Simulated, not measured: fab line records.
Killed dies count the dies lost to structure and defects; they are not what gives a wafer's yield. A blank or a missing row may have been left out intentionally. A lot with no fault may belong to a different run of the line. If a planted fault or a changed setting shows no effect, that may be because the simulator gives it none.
Chamber matching / flow n5-finfet / N5_DUMMY_REMOVAL_STRIP_10 on rie-diel-05 has 4 sister chambers
The step strips in N2/H2, time 40 s. 8 wafers are shown with their chamber, then 8 later ones without.

== WAFERS, EACH WITH ITS CHAMBER ==
wafer=L078.3; chamber=2; showerhead-plenum-p-Torr (Torr)=3.43; drypump-motor-current-A (A)=5.9
wafer=L081.5; chamber=0; showerhead-plenum-p-Torr (Torr)=3.28; drypump-motor-current-A (A)=5.2
wafer=L081.6; chamber=3; showerhead-plenum-p-Torr (Torr)=3.48; drypump-motor-current-A (A)=5.7
wafer=L087.2; chamber=3; showerhead-plenum-p-Torr (Torr)=3.48; drypump-motor-current-A (A)=5.6
wafer=L087.5; chamber=0; showerhead-plenum-p-Torr (Torr)=3.27; drypump-motor-current-A (A)=5.2
wafer=L088.3; chamber=2; showerhead-plenum-p-Torr (Torr)=3.42; drypump-motor-current-A (A)=5.9
wafer=L088.5; chamber=1; showerhead-plenum-p-Torr (Torr)=3.40; drypump-motor-current-A (A)=5.8
wafer=L091.1; chamber=1; showerhead-plenum-p-Torr (Torr)=3.40; drypump-motor-current-A (A)=5.8

== WAFERS WHOSE CHAMBER IS MISSING ==
wafer=L091.5; showerhead-plenum-p-Torr (Torr)=3.27; drypump-motor-current-A (A)=5.2
wafer=L091.6; showerhead-plenum-p-Torr (Torr)=3.40; drypump-motor-current-A (A)=5.8
wafer=L094.2; showerhead-plenum-p-Torr (Torr)=3.27; drypump-motor-current-A (A)=5.2
wafer=L094.4; showerhead-plenum-p-Torr (Torr)=3.47; drypump-motor-current-A (A)=5.7
wafer=L094.6; showerhead-plenum-p-Torr (Torr)=3.40; drypump-motor-current-A (A)=5.8
wafer=L096.1; showerhead-plenum-p-Torr (Torr)=3.41; drypump-motor-current-A (A)=5.9
wafer=L096.5; showerhead-plenum-p-Torr (Torr)=3.47; drypump-motor-current-A (A)=5.7
wafer=L096.6; showerhead-plenum-p-Torr (Torr)=3.41; drypump-motor-current-A (A)=5.9

== EACH ONE'S CHAMBER ==
wafer=L091.5; from the rows above=0; in truth=0
wafer=L091.6; from the rows above=1; in truth=1
wafer=L094.2; from the rows above=0; in truth=0
wafer=L094.4; from the rows above=3; in truth=3
wafer=L094.6; from the rows above=1; in truth=1
wafer=L096.1; from the rows above=can't be placed: 2 or 1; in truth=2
wafer=L096.5; from the rows above=3; in truth=3
wafer=L096.6; from the rows above=can't be placed: 2 or 1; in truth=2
6 of 8 placed correctly. These rows do not allow placing 2 (true chamber among the candidates in 2). Number placed wrongly: 0.
How it was worked out, from the rows above alone: a wafer's distance from a chamber is the root of the sum, over the readings, of the square of ((its reading less the chamber's mean) divided by the reading's scatter). The wafer belongs to the nearest chamber; if the next one is less than 2 further off, it can't be placed. For every chamber, the mean is computed from those of its wafers that are shown. The scatter: the root of (the sum of the squares of (reading less its chamber's mean) over the shown wafers, divided by (wafers less chambers)).
